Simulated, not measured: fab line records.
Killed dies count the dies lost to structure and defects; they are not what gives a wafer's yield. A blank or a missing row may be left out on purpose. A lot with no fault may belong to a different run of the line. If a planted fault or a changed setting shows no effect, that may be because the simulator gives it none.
fab line records    flow nand-harc
[record] lots = 6  wafers = 18  last-day = 24
route steps=1159 shown A_SLIT@783
lots with no fault: from the same line, run without faults
start-h: hours from the record's first day to the start of the lot's first wafer shown    wait-h: hours since the lot's step before    " as in the row above    L1.1+2: a row that stands for several wafers    - no value present, or no start provided    * or withheld: withheld    < > ~ a bound
route shown NAME@n: a module of which the file shows steps, and the number in the route of the first    usual: the fault-free wafers' mean and standard deviation    same: alike in all rows    chamber/n: place in a boat    sites: the reading at each site    _std_site: the standard deviation of these    _edge_site: outer sites' mean less inner sites'    radius-mm: how far each site lies from the wafer's centre    mask NAME#n: copy n    behind: the last tool/chamber to shape the wafer    hold: what put the lot on hold/how long, in hours/how the hold closed    device: transistor that didn't switch, given as n, p or np    end of line: the tests these same wafers got at the end of their route    a step given without rows: its recipe and nothing more    killed: count of dies lost to structure and defects at first sort (not the wafer's yield)    map: dies across one wafer; x = killed, . = not, _ = none there
set.NAME: the run value of the setting; set.NAME@STEP: its run value at that earlier step    model.NAME: the simulator's own value behind a step, which no gauge read
a table for each step, a row for each wafer; lots at some steps of the route
services: the hour from which a tool's chamber was out of use, counted from the record's first day as start-h (under 0 if before that day), plus the number of hours and why
[[steps]]
[step NHARC_A_SLIT_HMDS_02]
[recipe] time-s = 30
[step NHARC_A_SLIT_COAT_03]
[recipe] spin-rpm = 1500  resist-thk-nm = 90
[step NHARC_A_SLIT_SOFTBAKE_04]
[recipe] temp-c = 105  time-s = 55
[step NHARC_A_SLIT_EBR_05]
[step NHARC_A_SLIT_EXPOSE_06]
[recipe] na = 1.35  dose-mj = 60.82  mask-id = SLIT
[step NHARC_A_SLIT_PEB_07]
[recipe] peb-temp-c = 100  peb-time-s = 65
[step NHARC_A_SLIT_DEVELOP_08]
[recipe] develop-time-s = 35  dev-temp-c = 23
[step NHARC_A_SLIT_CD_MEAS_09]
[recipe] target-cd-nm = 300  landing-energy-ev = 500
[usual] cd-nm = 299.9/0.45
[same] landing-energy-ev = 500
lot.wafer  tool       chamber  start-h  wait-h  cd-nm
L290.1     cd-sem-02  0        343.33   -       300.2
L290.3     "          0        "        "       300.3
L290.6     "          0        "        "       299.9
L294.1     cd-sem-03  0        361.77   -       300.6
L294.2     "          0        "        "       300.2
L294.6     "          0        "        "       300.6
L303.3     cd-sem-03  0        411.25   -       300.3
L303.5     "          0        "        "       299.4
L303.6     "          0        "        "       300.3
L306.2     cd-sem-03  0        433.40   -       300.0
L306.4     "          0        "        "       300.0
L306.6     "          0        "        "       300.7
L308.2     cd-sem-02  0        433.56   -       299.7
L308.3     "          0        "        "       300.3
L308.4     "          0        "        "       299.6
L309.2     cd-sem-03  0        440.01   -       300.2
L309.3     "          0        "        "       300.6
L309.6     "          0        "        "       299.7
[step NHARC_A_SLIT_OVL_MEAS_10]
[usual] overlay-x-nm = -0.2/0.66  overlay-y-nm = -0.1/0.72
lot.wafer  tool        chamber  start-h  wait-h  overlay-x-nm  overlay-y-nm
L290.1     overlay-02  -        343.44   -       0.1           -0.7
L290.3     "           -        "        "       0.3           -1.1
L290.6     "           -        "        "       0.9           -1.8
L294.1     overlay-01  -        361.86   -       -0.2          -0.5
L294.2     "           -        "        "       0.7           0.3
L294.6     "           -        "        "       -0.4          0.0
L303.3     overlay-02  -        411.34   -       -1.4          -1.0
L303.5     "           -        "        "       -0.9          -1.2
L303.6     "           -        "        "       -1.2          -0.9
L306.2     overlay-02  -        433.49   -       -1.0          0.1
L306.4     "           -        "        "       -1.1          -0.4
L306.6     "           -        "        "       -0.9          -0.4
L308.2     overlay-01  -        433.64   -       0.2           -0.1
L308.3     "           -        "        "       0.0           0.5
L308.4     "           -        "        "       0.1           0.1
L309.2     overlay-01  -        440.10   -       -0.4          -0.5
L309.3     "           -        "        "       -1.1          -0.5
L309.6     "           -        "        "       -0.2          -0.3
[step NHARC_A_SLIT_INSPECT_11]
[usual] raw-defect-count = 22/9.5
lot.wafer  tool               chamber  start-h  wait-h  raw-defect-count
L290.1     defect-inspect-02  -        343.47   0.0     28
L290.3     "                  -        "        "       36
L290.6     "                  -        "        "       24
L294.1     defect-inspect-02  -        361.90   0.0     29
L294.2     "                  -        "        "       33
L294.6     "                  -        "        "       16
L303.3     defect-inspect-02  -        411.37   0.0     28
L303.5     "                  -        "        "       35
L303.6     "                  -        "        "       25
L306.2     defect-inspect-01  -        433.53   0.0     34
L306.4     "                  -        "        "       25
L306.6     "                  -        "        "       29
L308.2     defect-inspect-02  -        433.68   0.0     42
L308.3     "                  -        "        "       41
L308.4     "                  -        "        "       30
L309.2     defect-inspect-02  -        440.14   0.0     20
L309.3     "                  -        "        "       11
L309.6     "                  -        "        "       20
[step NHARC_A_SLIT_DESCUM_14]
[recipe] time-s = 3  o2-flow-sccm = 200  ar-flow-sccm = 0  bias-power-w = 0  chemistry = O2
[usual] drypump-motor-current-A = 6.0/0.48  oes-product-au = 1.003/0.0069  rf-vpp-V = 57.7/0.86  showerhead-plenum-p-Torr = 1.90/0.068  throttle-valve-pct = 11.312/0.0091
lot.wafer  tool         chamber  start-h  wait-h  drypump-motor-current-A  oes-product-au  rf-hours-counter-h  rf-vpp-V  showerhead-plenum-p-Torr  throttle-valve-pct
L290.1     rie-diel-01  0        343.53   0.1     6.7                      1.002           2                   58.0      2.03                      11.322
L290.3     "            2        "        "       6.7                      1.000           1                   58.7      1.90                      11.307
L290.6     "            0        "        "       6.7                      0.997           -                   58.3      2.03                      11.313
L294.2     rie-diel-13  3        361.96   0.1     5.6                      1.013           7                   57.4      1.87                      11.296
L294.1     "            1        "        "       6.3                      1.011           6                   58.1      1.86                      11.311
L294.6     "            0        "        "       6.3                      1.000           -                   55.7      1.81                      11.305
L303.3     rie-diel-01  3        411.43   0.1     5.2                      1.009           7                   57.2      1.92                      11.311
L303.5     "            3        "        "       5.2                      1.011           -                   57.8      1.92                      11.301
L303.6     "            0        "        "       6.7                      0.999           -                   58.1      2.03                      11.303
L306.4     rie-diel-01  2        433.60   0.1     6.7                      0.998           9                   57.2      1.90                      11.314
L306.2     "            3        "        "       5.2                      0.994           9                   57.5      1.92                      11.311
L306.6     "            2        "        "       6.7                      1.006           -                   58.4      1.90                      11.301
L308.2     rie-diel-13  1        433.74   0.1     6.3                      0.996           10                  58.0      1.86                      11.305
L308.4     "            2        "        "       5.8                      1.002           10                  58.3      2.01                      11.322
L308.3     "            3        "        "       5.6                      0.997           11                  58.5      1.87                      11.311
L309.2     rie-diel-02  2        440.21   0.1     5.9                      0.996           9                   56.8      1.96                      11.315
L309.3     "            0        "        "       5.7                      1.003           9                   59.9      1.90                      11.298
L309.6     "            2        "        "       5.8                      1.005           -                   58.6      1.96                      11.313
[step NHARC_A_SLIT_ETCH_24]
[recipe] target-depth-a = 1210  time-s = 60.5  cf4-flow-sccm = 100  chf3-flow-sccm = 30  ar-flow-sccm = 0  rf-w = 500  bias-w = 200  chemistry = CF4/CHF3
[usual] bias-w = 199.9/0.58  drypump-motor-current-A = 5.9/0.48  oes-product-au = 0.964/0.017  rf-vpp-V = 370.5/1.9  run-length-s = 81.4/0.44  showerhead-plenum-p-Torr = 1.57/0.052  throttle-valve-pct = 16.801/0.0081
lot.wafer  tool         chamber  start-h  wait-h  bias-w  drypump-motor-current-A  oes-product-au  rf-hours-counter-h  rf-vpp-V  run-length-s  showerhead-plenum-p-Torr  throttle-valve-pct
L290.1     rie-diel-01  0        343.62   0.1     200.3   6.7                      0.958           2                   374.2     81.2          1.67                      16.789
L290.3     "            1        "        "       199.3   6.0                      0.959           2                   369.5     81.6          1.54                      16.797
L290.6     "            1        "        "       199.5   6.0                      0.968           -                   371.0     81.5          1.54                      16.784
L294.1     rie-diel-13  0        362.05   0.1     200.2   6.3                      0.954           5                   367.3     81.7          1.49                      16.801
L294.2     "            1        "        "       199.2   6.2                      0.972           6                   369.8     81.1          1.53                      16.808
L294.6     "            3        "        "       200.1   5.6                      0.967           -                   369.1     81.7          1.54                      16.800
L303.3     rie-diel-01  0        411.54   0.1     199.9   6.7                      0.964           8                   373.7     81.4          1.66                      16.808
L303.6     "            1        "        "       199.5   6.0                      0.990           -                   369.0     81.6          1.54                      16.799
L303.5     "            2        "        "       198.8   6.7                      0.984           -                   371.2     81.3          1.56                      16.790
L306.2     rie-diel-01  3        433.69   0.1     200.3   5.3                      0.954           9                   370.2     81.6          1.58                      16.810
L306.4     "            2        "        "       200.3   6.7                      0.954           9                   370.3     81.0          1.56                      16.789
L306.6     "            3        "        "       200.7   5.2                      0.951           -                   371.6     81.3          1.58                      16.799
L308.4     rie-diel-13  0        433.83   0.1     199.7   6.3                      0.940           10                  367.4     81.3          1.49                      16.800
L308.3     "            2        "        "       199.3   5.8                      0.946           10                  373.5     82.0          1.65                      16.799
L308.2     "            3        "        "       199.8   5.6                      0.955           11                  370.0     82.1          1.54                      16.801
L309.2     rie-diel-02  0        440.28   0.1     199.6   5.8                      0.978           9                   371.8     81.0          1.56                      16.809
L309.3     "            2        "        "       200.3   5.9                      0.972           9                   372.7     81.0          1.61                      16.786
L309.6     "            0        "        "       199.8   5.8                      0.988           -                   369.6     81.1          1.56                      16.808
[step NHARC_A_SLIT_ETCH_15]
[recipe] target-depth-a = 32000  over-etch-frac = 0.3  time-s = 832  ion-energy-ev = 150  o2-flow-sccm = 400  cos-flow-sccm = 20  ar-flow-sccm = 0  rf-w = 500  bias-w = 300  chemistry = O2/COS
[usual] bias-w = 299.9/0.95  drypump-motor-current-A = 5.9/0.49  oes-product-au = 1.003/0.0064  rf-vpp-V = 314.0/1.8  run-length-s = 853.0/0.44  showerhead-plenum-p-Torr = 3.11/0.11  throttle-valve-pct = 28.331/0.0094
lot.wafer  tool         chamber  start-h  wait-h  bias-w  drypump-motor-current-A  oes-product-au  rf-hours-counter-h  rf-vpp-V  run-length-s  showerhead-plenum-p-Torr  throttle-valve-pct  model.A_SLIT.cd-offset-nm
L290.1     rie-diel-01  3        343.71   -       299.0   5.3                      1.003           2                   316.0     852.7         3.14                      28.337              0.04439
L290.3     "            1        "        "       298.3   6.0                      1.007           2                   312.3     853.1         3.06                      28.333              0.6154
L290.6     "            3        "        "       298.2   5.3                      1.010           -                   315.5     852.7         3.14                      28.326              -0.2154
L294.1     rie-diel-13  0        362.19   -       300.3   6.4                      0.997           6                   311.9     852.9         2.97                      28.328              -0.5279
L294.2     "            1        "        "       299.7   6.3                      1.002           6                   311.7     852.3         3.05                      28.331              0.07449
L294.6     "            3        "        "       300.6   5.6                      0.997           -                   313.1     853.3         3.06                      28.326              -0.4161
L303.3     rie-diel-01  3        411.78   -       -       5.3                      1.010           7                   313.4     675.7         3.14                      28.335              -1.013
L303.6     "            0        "        "       -       6.7                      0.999           -                   316.6     675.6         3.30                      28.336              -0.5991
L303.5     "            1        "        "       -       6.0                      1.011           -                   314.6     675.5         3.06                      28.322              -1.133
L308.3     rie-diel-13  1        433.91   -       300.8   6.3                      0.997           10                  313.8     852.6         3.04                      28.319              -1.124
L308.2     "            2        "        "       300.1   5.8                      0.993           10                  316.6     853.3         3.27                      28.324              -1.079
L308.4     "            0        "        "       299.7   6.3                      0.997           10                  310.8     853.1         2.96                      28.323              -0.966
L306.4     rie-diel-01  0        434.19   -       -       6.7                      1.006           10                  316.4     675.0         3.30                      28.333              -2.049
L306.2     "            1        "        "       -       6.0                      1.021           9                   314.7     675.3         3.05                      28.316              -2.288
L306.6     "            3        "        "       -       5.2                      1.001           -                   313.6     675.3         3.14                      28.334              -1.8
L309.2     rie-diel-02  2        440.37   -       299.5   5.9                      0.997           10                  315.3     852.9         3.20                      28.329              0.1556
L309.3     "            0        "        "       299.2   5.8                      1.011           9                   314.0     853.0         3.10                      28.341              0.1207
L309.6     "            3        "        "       300.5   5.2                      0.996           -                   311.5     853.8         2.95                      28.340              -0.1901
[step NHARC_A_SLIT_ETCH_17]
[recipe] bias-v = 900  source-w = withheld  pressure-mtorr = 20  ar-flow-sccm = 375  c4f8-flow-sccm = 83.3  o2-flow-sccm = 41.7  time-s = 1687.5  target-depth-a = 1.01e+05  chemistry = C4F8/O2/Ar
[usual] drypump-motor-current-A = 5.7/0.37  run-length-s = 1688.8/0.35  showerhead-plenum-p-Torr = 3.64/0.1  throttle-valve-pct = 32.046/0.009
lot.wafer  tool         chamber  start-h  wait-h  drypump-motor-current-A  rf-hours-counter-h  run-length-s  showerhead-plenum-p-Torr  throttle-valve-pct
L290.1     har-etch-01  1        346.85   -       5.1                      6                   1688.7        3.69                      32.036
L290.3     "            1        "        "       5.1                      -                   1689.1        3.69                      32.041
L290.6     "            0        "        "       5.8                      -                   1689.1        3.80                      32.043
L294.2     har-etch-01  1        362.72   -       5.1                      14                  1689.1        3.68                      32.033
L294.1     "            0        "        "       5.8                      14                  1689.5        3.79                      32.046
L294.6     "            1        "        "       5.1                      -                   1689.1        3.68                      32.071
L303.3     har-etch-02  1        412.95   -       6.0                      -                   1688.9        3.60                      32.052
L303.6     "            0        "        "       6.1                      -                   1688.5        3.50                      32.045
L303.5     "            1        "        "       6.0                      -                   1688.4        3.60                      32.051
L308.2     har-etch-02  1        434.75   -       6.0                      225                 1688.2        3.60                      32.060
L308.3     "            0        "        "       6.1                      -                   1688.8        3.50                      32.037
L308.4     "            1        "        "       5.9                      -                   1688.9        3.60                      32.040
L306.2     har-etch-01  1        436.17   -       5.1                      50                  1689.2        3.66                      32.044
L306.4     "            1        "        "       5.1                      -                   1688.9        3.66                      32.033
L306.6     "            0        "        "       5.8                      -                   1689.2        3.77                      32.041
L309.2     har-etch-02  1        442.19   -       6.0                      229                 1688.2        3.60                      32.048
L309.3     "            0        "        "       6.1                      -                   1688.7        3.50                      32.036
L309.6     "            1        "        "       6.0                      -                   1688.4        3.60                      32.043
[[services]]
tool         chamber  start-h  hours  kind
rie-diel-02  0        320.35   6.2    repair
rie-diel-01  0        323.80   -      clean
rie-diel-01  1        323.80   -      clean
rie-diel-01  2        323.80   -      clean
rie-diel-01  3        323.80   -      clean
rie-diel-13  2        324.88   8.3    repair
rie-diel-02  -        327.70   9.0    pm
rie-diel-01  0        348.42   -      clean
rie-diel-01  1        348.42   -      clean
rie-diel-01  2        348.42   -      clean
rie-diel-01  3        348.42   -      clean
rie-diel-01  0        372.92   -      clean
rie-diel-01  1        372.92   -      clean
rie-diel-01  2        372.92   -      clean
rie-diel-01  3        372.92   -      clean
rie-diel-01  3        379.77   5.5    repair
rie-diel-01  0        397.42   -      clean
rie-diel-01  1        397.42   -      clean
rie-diel-01  2        397.42   -      clean
rie-diel-01  3        397.42   -      clean
rie-diel-02  2        400.41   8.7    repair
rie-diel-02  -        403.02   0.4    repair
rie-diel-01  0        421.95   -      clean
rie-diel-01  1        421.95   -      clean
[[key]]
[first-sign] step = NHARC_A_SLIT_ETCH_15  reading = run-length-s  direction = down  sigmas = 99+  usual = *  struck = *
effect none on later readings
[model-effect] step = NHARC_A_SLIT_ETCH_15  value = A_SLIT.cd-offset-nm  without = 0.2968  struck = -1.48
met-at NHARC_A_SLIT_ETCH_15
struck-wafers L303.3,L303.5,L303.6,L306.2,L306.4,L306.6
sort-left-out L303.3,L303.5,L303.6,L306.2,L306.4,L306.6
tester-left-out L303,L306
onset-between 343.71 411.78
[fault] kind = process-parameter-drift  tool = rie-diel-01  chamber = -  onset-h = 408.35  steps = NHARC_A_SLIT_ETCH_15  channel = time-s  offset = *  shape = step  end-h = 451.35  acts-in = *  stated = *
// tester-left-out: of these lots the tester's yield and bins aren't shown, on N5 and GAA mostly nor the transistor test; their killed dies are dies lost to structure and defects alone, not to doping, threshold or leakage, so they don't give the yield
// sort-left-out: the simulated sort isn't trusted on such a fault, so these wafers' sort isn't shown, and their yield isn't known
